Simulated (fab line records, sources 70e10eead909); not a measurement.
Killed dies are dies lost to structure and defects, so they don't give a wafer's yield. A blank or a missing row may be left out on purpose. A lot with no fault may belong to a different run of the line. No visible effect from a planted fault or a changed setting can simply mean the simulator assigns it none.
Chamber matching / flow nand harc / 4 sister chambers for NHARC_A_WL_FILL_ALD_19 on ald metal-03
The step deposits TiN, target thk 2 nm, pulse time 3 s, ald cycles 100. 18 wafers are shown with their chamber, then 9 later ones without.

WAFERS, EACH WITH ITS CHAMBER
wafer=L078.2; chamber=1; heater power w (W)=1159; precursor pulse height rel=1.004
wafer=L078.5; chamber=3; heater power w (W)=1096; precursor pulse height rel=0.993
wafer=L078.6; chamber=0; heater power w (W)=988; precursor pulse height rel=1.026
wafer=L082.1; chamber=1; heater power w (W)=1151; precursor pulse height rel=0.987
wafer=L082.2; chamber=2; heater power w (W)=1026; precursor pulse height rel=0.995
wafer=L082.4; chamber=0; heater power w (W)=998; precursor pulse height rel=0.996
wafer=L079.3; chamber=3; heater power w (W)=1145; precursor pulse height rel=1.015
wafer=L079.4; chamber=1; heater power w (W)=1152; precursor pulse height rel=1.008
wafer=L079.6; chamber=3; heater power w (W)=1129; precursor pulse height rel=0.977
wafer=L087.1; chamber=3; heater power w (W)=1109; precursor pulse height rel=0.987
wafer=L087.3; chamber=2; heater power w (W)=1033; precursor pulse height rel=1.011
wafer=L087.5; chamber=0; heater power w (W)=989; precursor pulse height rel=1.017
wafer=L085.1; chamber=3; heater power w (W)=1122; precursor pulse height rel=1.026
wafer=L085.2; chamber=0; heater power w (W)=1020; precursor pulse height rel=0.993
wafer=L085.5; chamber=0; heater power w (W)=971; precursor pulse height rel=0.998
wafer=L088.3; chamber=0; heater power w (W)=1019; precursor pulse height rel=0.984
wafer=L088.4; chamber=1; heater power w (W)=1121; precursor pulse height rel=0.998
wafer=L088.6; chamber=2; heater power w (W)=1068; precursor pulse height rel=1.007

SIGNATURES, as means of the wafers listed above
reading=heater power w; chamber 0=997.50; chamber 1=1145.75; chamber 2=1042.33; chamber 3=1120.20; scatter within a chamber=19.1
reading=precursor pulse height rel; chamber 0=1.00233; chamber 1=0.99925; chamber 2=1.00433; chamber 3=0.99960; scatter within a chamber=0.0153
Rule: distance of a wafer from a chamber = root of the sum over the readings of ((wafer's reading minus chamber's mean) / reading's scatter) squared. The wafer belongs to the nearest chamber; if the next one is less than 2 further off, it can't be placed. How the scatter is found: for the shown wafers, subtract from each reading the mean of its chamber, square and add these, divide the total by (wafers less chambers), then take the root.

WAFERS MISSING THEIR CHAMBER
wafer=L089.4; heater power w (W)=977; precursor pulse height rel=1.032
wafer=L089.5; heater power w (W)=1101; precursor pulse height rel=1.002
wafer=L089.6; heater power w (W)=1039; precursor pulse height rel=1.016
wafer=L093.2; heater power w (W)=1142; precursor pulse height rel=1.001
wafer=L093.5; heater power w (W)=1136; precursor pulse height rel=1.018
wafer=L093.6; heater power w (W)=995; precursor pulse height rel=0.972
wafer=L096.1; heater power w (W)=1157; precursor pulse height rel=0.998
wafer=L096.3; heater power w (W)=1031; precursor pulse height rel=1.003
wafer=L096.4; heater power w (W)=1162; precursor pulse height rel=1.014

EACH ONE'S CHAMBER
wafer=L089.4; from the rows above=can't be placed: 0 or 2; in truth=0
wafer=L089.5; from the rows above=can't be placed: 3 or 1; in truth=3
wafer=L089.6; from the rows above=can't be placed: 2 or 0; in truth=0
wafer=L093.2; from the rows above=can't be placed: 1 or 3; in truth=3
wafer=L093.5; from the rows above=can't be placed: 1 or 3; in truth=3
wafer=L093.6; from the rows above=can't be placed: 0 or 2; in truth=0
wafer=L096.1; from the rows above=can't be placed: 1 or 3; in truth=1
wafer=L096.3; from the rows above=can't be placed: 2 or 0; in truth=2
wafer=L096.4; from the rows above=can't be placed: 1 or 3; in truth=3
Correctly placed: 0 of 9. Cannot be placed on the basis of these rows: 9; the candidates contain the true chamber in 9. Wrongly placed: 0.
